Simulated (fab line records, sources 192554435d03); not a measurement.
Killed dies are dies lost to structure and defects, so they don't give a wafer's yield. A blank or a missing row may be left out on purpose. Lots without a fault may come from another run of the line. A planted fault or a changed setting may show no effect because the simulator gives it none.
A struck lot beside a sound one | flow n5_finfet | 16 steps out of a route of 1938
Sound: wafers L963.2, L963.3, L963.5. Struck: wafers L953.2, L953.3, L953.5. The cause comes at the end.
At each step with rows: each side's tool, then ch and its chambers, then its first start. Under that, the readings that differ: sound wafers | struck wafers | difference of the means | sigmas: that difference in standard deviations of wafers without a fault.
alike: readings whose means differ by less than 2 such deviations, and words and numbers that are the same on both sides. not compared: withheld readings, readings that some wafer has no value for, bounds like >300 that may hide the same value, and numbers for which the record gives no deviation and whose values overlap.
The two part at a step that has a row with sigmas, a row that says differs or no value, or rows on one side only. Numbers that don't overlap but have no deviation are shown without sigmas and don't part them. A reading that every wafer of one side lacks parts them only if that side has two wafers or more.

first, 1 step without rows for these wafers: N5_GATE_CUT_HM_OPEN_40 (chemistry C4F6/O2, target SiO2, target depth 139 nm, time 85.1 s).
N5_GATE_CUT_STRIP_41: strips in CF4.
  sound on rie_diel-02 ch 0,1, day 9 02:30; struck on rie_diel-06 ch 0,1, day 6 07:23
  reading          | sound             | struck            | difference | sigmas
  bias_power_w (W) | 74.86 74.72 74.49 | 75.12 75.71 75.34 | +0.70      | +3
  alike: cf4_flow_sccm, drypump_motor_current_A, oes_product_au, power_w, rf_fwd_power_W, rf_vpp_V, showerhead_plenum_p_Torr, throttle_valve_pct
  not compared: rf_hours_counter_h
then, 1 step without rows for these wafers: N5_GATE_CUT_STRIP_42 (strips in O2).
N5_GATE_CUT_ETCH_19: etches SiNx in CH3F/O2, target depth 53.7 nm, time 76.7 s.
  sound on rie_diel-02 ch 0,1, day 9 02:34; struck on rie_diel-06 ch 0,1, day 6 07:27
  alike: bias_w, drypump_motor_current_A, etch_rf_on_time_s, oes_product_au, rf_fwd_power_W, rf_vpp_V, showerhead_plenum_p_Torr, throttle_valve_pct
  not compared: rf_hours_counter_h
then, 3 steps without rows for these wafers: N5_GATE_CUT_CUT_ETCH_53 (etches W in SF6/Cl2, target depth 79.2 nm); N5_GATE_CUT_CUT_ETCH_54 (etches TiN in Cl2/BCl3, target depth 96.7 nm); N5_GATE_CUT_CUT_ETCH_55 (etches HfO2 in BCl3, target depth 3.2 nm).
N5_GATE_CUT_ETCH_47: etches SiO2 in Cl2/BCl3, target depth 10 nm.
  sound on rie_metal-01 ch 0,1, day 9 02:49; struck on rie_metal-01 ch 1, day 6 07:52
  alike: bias_w, drypump_motor_current_A, he_backside_leak_sccm, oes_product_au, rf_fwd_power_W, throttle_valve_pct
  not compared: rf_hours_counter_h
N5_GATE_CUT_VAPOR_ETCH_48: etches TiN in BCl3/Cl2.
  sound on rie_metal-01 ch 0,1, day 9 02:51; struck on rie_metal-01 ch 1, day 6 07:56
  alike: drypump_motor_current_A, he_backside_leak_sccm, oes_product_au
then, 2 steps without rows for these wafers: N5_GATE_CUT_VAPOR_ETCH_49 (etches TiAlC in BCl3/Cl2); N5_GATE_CUT_VAPOR_ETCH_51 (etches HfO2 in BCl3/Cl2).
N5_GATE_CUT_STRIP_21: strips in N2/H2, time 30 s.
  sound on plasma_asher-01 ch 0,1, day 9 02:58; struck on plasma_asher-02 ch 0,1, day 6 08:07
  alike: drypump_motor_current_A, h2_flow_sccm, heater_power_w
  not compared: rf_hours_counter_h
N5_GATE_CUT_STRIP_29: strips in post etch residue remover, time 60 s.
  sound on wet_bench-06 ch 0,2,7, day 9 03:03; struck on wet_bench-03 ch 2,6,7, day 6 08:13
  no value came back on the struck wafers for run_length_s (s), temp_c (C), time_s (s); on the sound wafers run_length_s (s) reads 65.8 66.3 66.3
then, 1 step without rows for these wafers: N5_GATE_CUT_SRD_52 (time 30 s).
-- the record jumps here: 4 days lie between the struck wafers' starts before and after (it left off in module GATE_CUT and takes up again in module BEOL_M4, whose first step shown is number 1111 of the route) --
N5_BEOL_M4_RC_MEAS_101:
  sound on prober-01 ch 0, day 12 23:23; struck on prober-01 ch 0, day 10 09:01
  alike: DIBL_N, DIBL_P, IOFF_N, IOFF_P, ION_N, ION_P, SS_N, SS_P, VT_N, VT_P
-- the record jumps here: 4 days lie between the struck wafers' starts before and after (it left off in module BEOL_M4 and takes up again in module PASSIVATION, whose first step shown is number 1936 of the route) --
N5_PASSIVATION_PROBE_49:
  the record has rows for the struck wafers here (prober-02, day 14 16:23) and none for the sound ones

WHERE THEY PART
First at N5_GATE_CUT_STRIP_41; last, within this record, at N5_PASSIVATION_PROBE_49.

WHY: what the simulator had put in
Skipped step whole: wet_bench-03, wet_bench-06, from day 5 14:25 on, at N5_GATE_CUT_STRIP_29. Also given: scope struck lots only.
